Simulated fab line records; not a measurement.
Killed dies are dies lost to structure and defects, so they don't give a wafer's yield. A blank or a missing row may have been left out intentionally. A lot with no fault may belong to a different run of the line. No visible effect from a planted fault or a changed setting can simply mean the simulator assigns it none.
Which tool was responsible?	flow nand-harc	Sampling: 23 lots, 69 wafers, 6 of 1159 route steps

== WHAT THE GAUGES SHOWED, per wafer ==
The record lacks any reading of a measuring or inspecting step that a usual standard deviation could be used to judge.

== TOOL THAT RAN EACH LOT (tool first, then ch and the chambers of the sampled wafers, then the start) ==
lot	NHARC_A_STAIRCASE_ETCH_170	NHARC_A_STAIRCASE_TRIM_18	NHARC_A_STAIRCASE_TRIM_20	NHARC_A_STAIRCASE_STRIP_175	NHARC_A_STAIRCASE_ETCH_188	NHARC_A_STAIRCASE_TRIM_189
L074	rie-diel-08 ch 1,3, day 10 21:25 or earlier	rie-diel-12 ch 0,1, day 10 21:25 or earlier	rie-diel-12 ch 1,2,3, day 10 21:25	plasma-asher-01 ch 0,1, day 10 22:41	rie-diel-03 ch 1,3, no start	rie-diel-03 ch 1,2,3, no start
L075	rie-diel-12 ch 1,2, day 10 21:46 or earlier	rie-diel-08 ch 0,1,3, day 10 21:46 or earlier	rie-diel-12 ch 0,3, day 10 21:46	plasma-asher-02 ch 0,1, day 10 22:54	rie-diel-12 ch 0,1,3, no start	rie-diel-12 ch 0,1,3, no start
L077	rie-diel-03 ch 0,1,3, day 11 02:34 or earlier	rie-diel-03 ch 0,3, day 11 02:34 or earlier	rie-diel-08 ch 1,2,3, day 11 02:34	plasma-asher-02 ch 0,1, day 11 03:56	rie-diel-08 ch 0,3, no start	rie-diel-08 ch 1,2, no start
L076	rie-diel-08 ch 0,1,2, day 11 12:47 or earlier	rie-diel-08 ch 0,2,3, day 11 12:47 or earlier	rie-diel-12 ch 0,1,2, day 11 12:47	plasma-asher-01 ch 0,1, day 11 13:51	rie-diel-08 ch 0,1,3, no start	rie-diel-08 ch 0,1,2, no start
L080	rie-diel-08 ch 0,2, day 11 22:52 or earlier	rie-diel-12 ch 0,1,3, day 11 22:52 or earlier	rie-diel-12 ch 1,3, day 11 22:52	plasma-asher-01 ch 0, day 11 23:56	rie-diel-03 ch 0,1,3, no start	rie-diel-03 ch 0,1,3, no start
L079	rie-diel-08 ch 0,2, day 12 01:13 or earlier	rie-diel-03 ch 1,2,3, day 12 01:13 or earlier	rie-diel-12 ch 0,1,3, day 12 01:13	plasma-asher-01 ch 0,1, day 12 02:25	rie-diel-12 ch 0,2, no start	rie-diel-12 ch 1,3, no start
L078	rie-diel-08 ch 0,2,3, day 12 01:02 or earlier	rie-diel-12 ch 0,2,3, day 12 01:02 or earlier	rie-diel-12 ch 0,3, day 12 01:02	plasma-asher-02 ch 0,1, day 12 02:20	rie-diel-08 ch 1,2,3, no start	rie-diel-08 ch 0,3, no start
L081	rie-diel-08 ch 0,2,3, day 12 17:10 or earlier	rie-diel-12 ch 0,1,3, day 12 17:10 or earlier	rie-diel-03 ch 0,1,3, day 12 17:10	plasma-asher-02 ch 0,1, day 12 18:16	rie-diel-12 ch 0,1,2, no start	rie-diel-12 ch 1,2,3, no start
L083	rie-diel-08 ch 0,2,3, day 13 02:40 or earlier	rie-diel-12 ch 0,3, day 13 02:40 or earlier	rie-diel-12 ch 0,2, day 13 02:40	plasma-asher-01 ch 1, day 13 04:01	rie-diel-08 ch 1,2,3, no start	rie-diel-08 ch 0,2,3, no start
L082	rie-diel-08 ch 0,1,2, day 13 02:40 or earlier	rie-diel-12 ch 1,2, day 13 02:40 or earlier	rie-diel-08 ch 0,1,3, day 13 02:40	plasma-asher-02 ch 0,1, day 13 03:50	rie-diel-12 ch 0,2, no start	rie-diel-12 ch 1,2,3, no start
L084	rie-diel-08 ch 2,3, day 13 08:26 or earlier	rie-diel-12 ch 0,2,3, day 13 08:26 or earlier	rie-diel-08 ch 1,2, day 13 08:26	plasma-asher-01 ch 0,1, day 13 11:17	rie-diel-12 ch 2,3, no start	rie-diel-12 ch 0,1,3, no start
L085	rie-diel-03 ch 1,2,3, day 13 11:43 or earlier	rie-diel-08 ch 0,2, day 13 11:43 or earlier	rie-diel-08 ch 0,3, day 13 11:43	plasma-asher-02 ch 0,1, day 13 13:04	rie-diel-12 ch 1,3, no start	rie-diel-12 ch 0,2,3, no start
L086	rie-diel-08 ch 0,1, day 13 16:40 or earlier	rie-diel-03 ch 0,1,2, day 13 16:40 or earlier	rie-diel-12 ch 0,1, day 13 16:40	plasma-asher-01 ch 0,1, day 13 18:00	rie-diel-03 ch 2,3, no start	rie-diel-03 ch 2,3, no start
L087	rie-diel-03 ch 0,2,3, day 13 16:53 or earlier	rie-diel-03 ch 0,1,2, day 13 16:53 or earlier	rie-diel-12 ch 0,1,2, day 13 16:53	plasma-asher-02 ch 0,1, day 13 18:16	rie-diel-12 ch 1,2,3, no start	rie-diel-12 ch 1,3, no start
L088	rie-diel-12 ch 1,2,3, day 14 04:33 or earlier	rie-diel-08 ch 0,2,3, day 14 04:33 or earlier	rie-diel-08 ch 0,1,2, day 14 04:33	plasma-asher-02 ch 0,1, day 14 05:43	rie-diel-12 ch 2,3, no start	rie-diel-12 ch 1,2,3, no start
L089	rie-diel-08 ch 0,2,3, day 14 12:37 or earlier	rie-diel-12 ch 1,3, day 14 12:37 or earlier	rie-diel-12 ch 1,2,3, day 14 12:37	plasma-asher-02 ch 0,1, day 14 14:05	rie-diel-08 ch 0,3, no start	rie-diel-08 ch 0,1,2, no start
L090	rie-diel-03 ch 0,1,2, day 14 13:41 or earlier	rie-diel-08 ch 1,3, day 14 13:41 or earlier	rie-diel-03 ch 0,3, day 14 13:41	plasma-asher-01 ch 0,1, day 14 15:23	rie-diel-08 ch 1,2,3, no start	rie-diel-08 ch 0,1, no start
L091	rie-diel-08 ch 1,2, day 15 01:01 or earlier	rie-diel-03 ch 0,2,3, day 15 01:01 or earlier	rie-diel-12 ch 1,2,3, day 15 01:01	plasma-asher-01 ch 0,1, day 15 02:14	rie-diel-03 ch 1,3, no start	rie-diel-03 ch 0,3, no start
L092	rie-diel-03 ch 0,1,3, day 15 07:39 or earlier	rie-diel-12 ch 1,3, day 15 07:39 or earlier	rie-diel-12 ch 0,2,3, day 15 07:39	plasma-asher-02 ch 0,1, day 15 08:41	rie-diel-12 ch 1,2, no start	rie-diel-12 ch 0,1,2, no start
L094	rie-diel-12 ch 0,2, day 15 15:56 or earlier	rie-diel-08 ch 1,2,3, day 15 15:56 or earlier	rie-diel-08 ch 1,3, day 15 15:56	plasma-asher-02 ch 0, day 15 17:02	rie-diel-12 ch 0,1, no start	rie-diel-12 ch 1,2,3, no start
L093	rie-diel-08 ch 0,1,3, day 15 17:28 or earlier	rie-diel-03 ch 0,2,3, day 15 17:28 or earlier	rie-diel-12 ch 0,2,3, day 15 17:28	plasma-asher-02 ch 0,1, day 15 18:31	rie-diel-03 ch 1,2,3, no start	rie-diel-03 ch 0,2,3, no start
L095	rie-diel-03 ch 0,2, day 15 21:59 or earlier	rie-diel-12 ch 2,3, day 15 21:59 or earlier	rie-diel-12 ch 0,2, day 15 21:59	plasma-asher-01 ch 0,1, day 15 23:31	rie-diel-03 ch 0,1,2, no start	rie-diel-03 ch 0,2,3, no start
L097	rie-diel-08 ch 1,2, day 16 21:16 or earlier	rie-diel-08 ch 2,3, day 16 21:16 or earlier	rie-diel-03 ch 1,2,3, day 16 21:16	plasma-asher-02 ch 0,1, day 16 22:26	rie-diel-08 ch 0,2, no start	rie-diel-08 ch 0,1, no start
- NHARC_A_STAIRCASE_ETCH_170: etches the open film in C4F6/O2, target depth 200 nm, time 66.667 s.
- NHARC_A_STAIRCASE_TRIM_18: chemistry O2, time 211.2 s.
- NHARC_A_STAIRCASE_TRIM_20: chemistry O2, time 211.2 s.
- NHARC_A_STAIRCASE_STRIP_175: strips in O2.
- NHARC_A_STAIRCASE_ETCH_188: etches the open film in C4F8/O2, target depth 100 nm, time 40.5 s.
- NHARC_A_STAIRCASE_TRIM_189: chemistry O2, time 211.2 s.

== WHAT THE TOOLS THEMSELVES READ (means of the sampled wafers that have a number; where no wafer has one, the mark that the record gives instead) ==
NHARC_A_STAIRCASE_ETCH_170. Usual: drypump-motor-current-A 6.0 A, standard deviation 0.38; oes-product-au 0.967 a.u., standard deviation 0.016; rf-vpp-V 544.8 V, standard deviation 2.4; showerhead-plenum-p-Torr 3.82 Torr, standard deviation 0.11; throttle-valve-pct 26.903 %, standard deviation 0.0093.
lot	tool	drypump-motor-current-A (A)	oes-product-au (a.u.)	rf-vpp-V (V)	showerhead-plenum-p-Torr (Torr)	throttle-valve-pct (%)	flag
L074	rie-diel-08	5.8	0.984	544.6	3.82	26.901	
L075	rie-diel-12	6.0	0.962	545.4	3.86	26.903	
L077	rie-diel-03	6.0	0.983	544.3	3.78	26.900	
L076	rie-diel-08	6.2	0.993	545.3	3.84	26.895	
L080	rie-diel-08	6.4	0.960	547.1	3.90	26.903	
L079	rie-diel-08	6.4	0.963	544.5	3.81	26.895	
L078	rie-diel-08	6.1	0.971	545.3	3.84	26.907	
L081	rie-diel-08	6.1	0.935	544.2	3.84	26.917	
L083	rie-diel-08	6.1	0.950	544.6	3.84	26.900	
L082	rie-diel-08	6.2	0.949	545.4	3.83	26.906	
L084	rie-diel-08	5.9	0.950	546.2	3.87	26.900	
L085	rie-diel-03	5.6	0.972	544.4	3.79	26.924	
L086	rie-diel-08	6.0	0.965	543.6	3.77	26.908	
L087	rie-diel-03	5.8	0.994	542.4	3.75	26.900	
L088	rie-diel-12	6.2	0.965	547.7	3.95	26.902	
L089	rie-diel-08	6.1	0.969	544.4	3.83	26.911	
L090	rie-diel-03	6.0	0.975	542.8	3.73	26.899	
L091	rie-diel-08	6.1	0.960	545.5	3.86	26.906	
L092	rie-diel-03	5.9	0.985	543.7	3.76	26.906	
L094	rie-diel-12	5.9	0.952	546.7	3.91	26.899	
L093	rie-diel-08	5.9	0.978	543.5	3.77	26.905	
L095	rie-diel-03	5.9	0.968	542.0	3.71	26.903	
L097	rie-diel-08	6.3	0.967	546.4	3.91	26.903	

NHARC_A_STAIRCASE_TRIM_18. Usual: drypump-motor-current-A 6.0 A, standard deviation 0.38; oes-product-au 1.000 a.u., standard deviation 0.0099; rf-vpp-V 57.6 V, standard deviation 0.9; showerhead-plenum-p-Torr 3.46 Torr, standard deviation 0.12; throttle-valve-pct 17.036 %, standard deviation 0.0085.
lot	tool	drypump-motor-current-A (A)	oes-product-au (a.u.)	rf-vpp-V (V)	showerhead-plenum-p-Torr (Torr)	throttle-valve-pct (%)	flag
L074	rie-diel-12	5.8	0.988	57.7	3.40	17.037	
L075	rie-diel-08	5.9	0.999	58.4	3.40	17.041	
L077	rie-diel-03	5.7	1.011	57.7	3.42	17.038	
L076	rie-diel-08	6.1	0.989	57.8	3.46	17.040	
L080	rie-diel-12	6.0	0.996	57.8	3.50	17.035	
L079	rie-diel-03	5.6	1.002	58.2	3.41	17.035	
L078	rie-diel-12	6.2	1.001	58.3	3.60	17.036	
L081	rie-diel-12	6.0	0.992	57.8	3.50	17.043	
L083	rie-diel-12	6.0	0.998	58.1	3.53	17.035	
L082	rie-diel-12	6.0	0.997	58.2	3.46	17.037	
L084	rie-diel-12	6.2	0.997	57.9	3.59	17.041	
L085	rie-diel-08	6.3	0.985	56.8	3.41	17.037	
L086	rie-diel-03	6.0	1.003	56.6	3.35	17.030	
L087	rie-diel-03	6.1	1.007	57.7	3.35	17.038	
L088	rie-diel-08	6.1	0.996	57.1	3.45	17.037	
L089	rie-diel-12	6.3	0.994	57.8	3.56	17.038	
L090	rie-diel-08	5.7	1.008	57.2	3.42	17.038	
L091	rie-diel-03	5.8	1.011	57.0	3.37	17.039	
L092	rie-diel-12	6.1	0.994	57.4	3.45	17.038	
L094	rie-diel-08	6.0	1.000	58.1	3.47	17.035	
L093	rie-diel-03	5.8	1.015	57.5	3.36	17.037	
L095	rie-diel-12	6.5	0.996	58.4	3.65	17.039	
L097	rie-diel-08	6.2	0.994	58.5	3.52	17.033	

NHARC_A_STAIRCASE_TRIM_20. Usual: drypump-motor-current-A 6.1 A, standard deviation 0.36; oes-product-au 0.998 a.u., standard deviation 0.0097; rf-vpp-V 57.7 V, standard deviation 0.95; showerhead-plenum-p-Torr 3.48 Torr, standard deviation 0.13; throttle-valve-pct 17.038 %, standard deviation 0.0089.
lot	tool	drypump-motor-current-A (A)	oes-product-au (a.u.)	rf-vpp-V (V)	showerhead-plenum-p-Torr (Torr)	throttle-valve-pct (%)	flag
L074	rie-diel-12	6.2	0.984	58.6	3.57	17.052	
L075	rie-diel-12	6.2	0.990	58.4	3.61	17.035	
L077	rie-diel-08	6.0	1.008	57.1	3.49	17.038	
L076	rie-diel-12	6.0	0.992	57.4	3.50	17.032	
L080	rie-diel-12	6.1	0.995	57.9	3.47	17.037	
L079	rie-diel-12	6.0	0.998	57.9	3.50	17.032	
L078	rie-diel-12	5.9	1.004	57.7	3.53	17.034	
L081	rie-diel-03	5.9	1.003	58.0	3.39	17.036	
L083	rie-diel-12	6.1	0.996	58.6	3.59	17.033	
L082	rie-diel-08	5.9	1.002	57.4	3.39	17.038	
L084	rie-diel-08	6.1	1.014	57.7	3.47	17.037	
L085	rie-diel-08	6.0	0.987	57.4	3.36	17.037	
L086	rie-diel-12	5.8	0.993	57.2	3.39	17.035	
L087	rie-diel-12	6.0	1.000	58.5	3.49	17.045	
L088	rie-diel-08	6.2	1.003	56.7	3.44	17.035	
L089	rie-diel-12	6.2	1.001	58.7	3.55	17.025	
L090	rie-diel-03	6.1	1.006	58.1	3.36	17.033	
L091	rie-diel-12	6.2	0.999	56.8	3.55	17.042	
L092	rie-diel-12	6.1	0.998	58.2	3.58	17.038	
L094	rie-diel-08	5.8	0.995	57.0	3.41	17.046	
L093	rie-diel-12	6.2	0.999	57.9	3.58	17.043	
L095	rie-diel-12	5.9	1.006	57.7	3.51	17.041	
L097	rie-diel-03	5.6	1.014	57.3	3.39	17.033	

NHARC_A_STAIRCASE_STRIP_175. Usual: drypump-motor-current-A 6.1 A, standard deviation 0.32; heater-power-w 335 W, standard deviation 30.
lot	tool	drypump-motor-current-A (A)	heater-power-w (W)	flag
L074	plasma-asher-01	6.2	358	
L075	plasma-asher-02	6.0	317	
L077	plasma-asher-02	6.1	319	
L076	plasma-asher-01	6.2	363	
L080	plasma-asher-01	6.0	343	
L079	plasma-asher-01	6.2	354	
L078	plasma-asher-02	6.0	315	
L081	plasma-asher-02	5.8	313	
L083	plasma-asher-01	6.5	375	
L082	plasma-asher-02	6.1	312	
L084	plasma-asher-01	6.3	366	
L085	plasma-asher-02	5.8	306	
L086	plasma-asher-01	6.2	349	
L087	plasma-asher-02	5.9	311	
L088	plasma-asher-02	6.1	315	
L089	plasma-asher-02	6.0	314	
L090	plasma-asher-01	6.2	347	
L091	plasma-asher-01	6.2	348	
L092	plasma-asher-02	5.8	311	
L094	plasma-asher-02	5.7	309	
L093	plasma-asher-02	6.1	317	
L095	plasma-asher-01	6.3	365	
L097	plasma-asher-02	5.8	305	

NHARC_A_STAIRCASE_ETCH_188. Usual: oes-product-au 0.942 a.u., standard deviation 0.013; rf-vpp-V 894 V, standard deviation 4.5.
lot	tool	oes-product-au (a.u.)	rf-vpp-V (V)	flag
L074	rie-diel-03	0.928	892	
L075	rie-diel-12	0.942	895	
L077	rie-diel-08	0.944	892	
L076	rie-diel-08	0.952	892	
L080	rie-diel-03	0.937	889	
L079	rie-diel-12	0.948	896	
L078	rie-diel-08	0.944	894	
L081	rie-diel-12	0.942	895	
L083	rie-diel-08	0.935	894	
L082	rie-diel-12	0.938	896	
L084	rie-diel-12	0.933	900	
L085	rie-diel-12	0.929	894	
L086	rie-diel-03	0.949	890	
L087	rie-diel-12	0.925	898	
L088	rie-diel-12	0.936	900	
L089	rie-diel-08	0.947	892	
L090	rie-diel-08	0.929	894	
L091	rie-diel-03	0.963	892	
L092	rie-diel-12	0.944	896	
L094	rie-diel-12	0.948	891	
L093	rie-diel-03	0.960	891	
L095	rie-diel-03	0.964	889	
L097	rie-diel-08	0.939	892	

NHARC_A_STAIRCASE_TRIM_189. Usual: drypump-motor-current-A 6.0 A, standard deviation 0.39; oes-product-au 1.000 a.u., standard deviation 0.0094; rf-vpp-V 57.6 V, standard deviation 0.83; showerhead-plenum-p-Torr 3.47 Torr, standard deviation 0.12; throttle-valve-pct 17.036 %, standard deviation 0.0086.
lot	tool	drypump-motor-current-A (A)	oes-product-au (a.u.)	rf-vpp-V (V)	showerhead-plenum-p-Torr (Torr)	throttle-valve-pct (%)	flag
L074	rie-diel-03	5.6	0.998	57.3	3.41	17.042	
L075	rie-diel-12	6.0	0.994	57.9	3.51	17.039	
L077	rie-diel-08	6.1	1.011	58.1	3.48	17.030	
L076	rie-diel-08	6.2	0.995	57.4	3.45	17.040	
L080	rie-diel-03	5.9	0.999	57.4	3.39	17.039	
L079	rie-diel-12	6.3	1.000	58.1	3.57	17.038	
L078	rie-diel-08	6.0	0.999	58.0	3.37	17.038	
L081	rie-diel-12	6.2	0.989	57.8	3.56	17.041	
L083	rie-diel-08	6.1	0.995	57.0	3.45	17.033	
L082	rie-diel-12	6.2	0.991	57.9	3.56	17.027	
L084	rie-diel-12	6.0	0.998	57.7	3.49	17.030	
L085	rie-diel-12	6.1	1.000	57.5	3.59	17.037	
L086	rie-diel-03	5.4	1.008	57.6	3.42	17.037	
L087	rie-diel-12	6.1	0.997	57.0	3.46	17.029	
L088	rie-diel-12	6.2	1.001	57.8	3.55	17.038	
L089	rie-diel-08	6.2	1.000	57.4	3.44	17.038	
L090	rie-diel-08	6.0	0.994	58.0	3.38	17.035	
L091	rie-diel-03	5.7	1.024	57.1	3.40	17.038	
L092	rie-diel-12	6.0	0.995	57.0	3.48	17.031	
L094	rie-diel-12	6.2	0.996	57.8	3.55	17.035	
L093	rie-diel-03	5.8	1.010	58.1	3.36	17.038	
L095	rie-diel-03	5.8	1.012	57.3	3.36	17.035	
L097	rie-diel-08	6.0	0.999	57.0	3.37	17.036	

== THE ANSWER, worked out from the rows above alone ==
Rule: a lot counts as off when the mean over its wafers that have a number is more than 3 standard deviations away from the usual mean. A lot without any number at a reading at which 4 lots or more have one is off too. All remaining lots with rows at the step are treated as sound. First the gauges in route order, then the tools' own readings, where a lot's mean is used as printed above. The first step at which some lot is off is used, and at that step the reading that is off furthest; a lot without a number counts as furthest.
No lot is off at any reading shown: from this, nothing can be told.

== WHAT WAS PUT IN BY THE SIMULATOR ==
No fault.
